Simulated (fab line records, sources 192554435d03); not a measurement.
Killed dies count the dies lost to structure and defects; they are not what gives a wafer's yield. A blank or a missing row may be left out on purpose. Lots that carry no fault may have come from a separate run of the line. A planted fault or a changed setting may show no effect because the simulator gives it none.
Chamber matching / flow n5_finfet / 4 sister chambers for N5_BEOL_M0_CUTY_DESCUM_61 on rie_diel-01
The step chemistry O2, time 7.9 s. 4 wafers are shown with their chamber, then 10 later ones without.

== WAFERS WITH THEIR CHAMBER ==
wafer=L090.1; chamber=1; throttle_valve_pct (%)=20.41
wafer=L090.5; chamber=0; throttle_valve_pct (%)=20.04
wafer=L091.1; chamber=3; throttle_valve_pct (%)=20.74
wafer=L091.3; chamber=2; throttle_valve_pct (%)=20.68

== WAFERS WITH NO CHAMBER GIVEN ==
wafer=L091.5; throttle_valve_pct (%)=20.68
wafer=L094.1; throttle_valve_pct (%)=20.05
wafer=L094.2; throttle_valve_pct (%)=20.77
wafer=L094.3; throttle_valve_pct (%)=20.46
wafer=L094.4; throttle_valve_pct (%)=20.70
wafer=L094.5; throttle_valve_pct (%)=20.05
wafer=L094.6; throttle_valve_pct (%)=20.75
wafer=L097.3; throttle_valve_pct (%)=20.71
wafer=L097.5; throttle_valve_pct (%)=20.78
wafer=L097.6; throttle_valve_pct (%)=20.69

== WHICH CHAMBER EACH WENT THROUGH ==
wafer=L091.5; from the rows above=2; in truth=2
wafer=L094.1; from the rows above=0; in truth=0
wafer=L094.2; from the rows above=3; in truth=3
wafer=L094.3; from the rows above=1; in truth=1
wafer=L094.4; from the rows above=can't be placed: 2 or 3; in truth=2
wafer=L094.5; from the rows above=0; in truth=0
wafer=L094.6; from the rows above=3; in truth=3
wafer=L097.3; from the rows above=can't be placed: 3 or 2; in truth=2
wafer=L097.5; from the rows above=3; in truth=3
wafer=L097.6; from the rows above=can't be placed: 2 or 3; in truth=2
Correctly placed: 7 of 10. Cannot be placed on the basis of these rows: 3; the candidates contain the true chamber in 3. Placed wrongly: 0.
How it was worked out, from the rows above alone: a wafer's distance from a chamber is the root of the sum, over the readings, of the square of ((its reading less the chamber's mean) divided by the reading's scatter). The wafer belongs to the nearest chamber; if the next one is less than 2 further off, it can't be placed. The mean given for a chamber averages the wafers shown for that chamber. The scatter: with one shown wafer a chamber, the root of the mean of the squares of how far each hidden wafer lies from its nearest shown one.
